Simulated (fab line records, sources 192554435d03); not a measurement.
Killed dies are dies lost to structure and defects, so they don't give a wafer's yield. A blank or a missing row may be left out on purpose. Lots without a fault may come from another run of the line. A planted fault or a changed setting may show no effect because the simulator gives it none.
Chamber matching | flow n5_finfet | N5_BEOL_M8_CURE_75 on uv_cure-02: 3 sister chambers
The step cures SiCOH lowk, time 120 s. 6 wafers are shown with their chamber, then 8 later ones without.

WAFERS WITH THEIR CHAMBER
wafer  | chamber | wafer_temp_C_max | lamp_power_pct (%)
L076.4 | 0       | 371.2            | 52.33
L076.5 | 0       | 371.6            | 52.35
L080.4 | 2       | 371.5            | 52.25
L080.5 | 2       | 371.8            | 52.31
L089.5 | 1       | 371.1            | 52.32
L097.2 | 1       | 371.4            | 52.22

WAFERS WITHOUT THEIR CHAMBER
wafer  | wafer_temp_C_max | lamp_power_pct (%)
L097.4 | 371.0            | 52.32
L097.6 | 371.3            | 52.24
L096.2 | 370.9            | 52.13
L096.3 | 371.7            | 52.31
L096.5 | 371.5            | 52.32
L095.3 | 371.9            | 52.31
L095.4 | 371.2            | 52.22
L095.5 | 370.8            | 52.30

WHICH CHAMBER EACH WENT THROUGH
wafer  | from the rows above          | in truth
L097.4 | can't be placed: 1 or 0 or 2 | 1
L097.6 | can't be placed: 1 or 2 or 0 | 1
L096.2 | can't be placed: 1 or 2 or 0 | 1
L096.3 | can't be placed: 2 or 0 or 1 | 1
L096.5 | can't be placed: 0 or 2 or 1 | 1
L095.3 | can't be placed: 2 or 0 or 1 | 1
L095.4 | can't be placed: 1 or 2 or 0 | 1
L095.5 | can't be placed: 1 or 0 or 2 | 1
Placed correctly: 0 of 8. Can't be placed from these rows: 8 (the true chamber is among the candidates in 8). Placed wrongly: 0.
How it was worked out, from the rows above alone: a wafer's distance from a chamber is the root of the sum, over the readings, of the square of ((its reading less the chamber's mean) divided by the reading's scatter). The wafer belongs to the nearest chamber; if the next one is less than 2 further off, it can't be placed. A chamber's mean is the mean of its shown wafers. The scatter: the root of (the sum of the squares of (reading less its chamber's mean) over the shown wafers, divided by (wafers less chambers)).
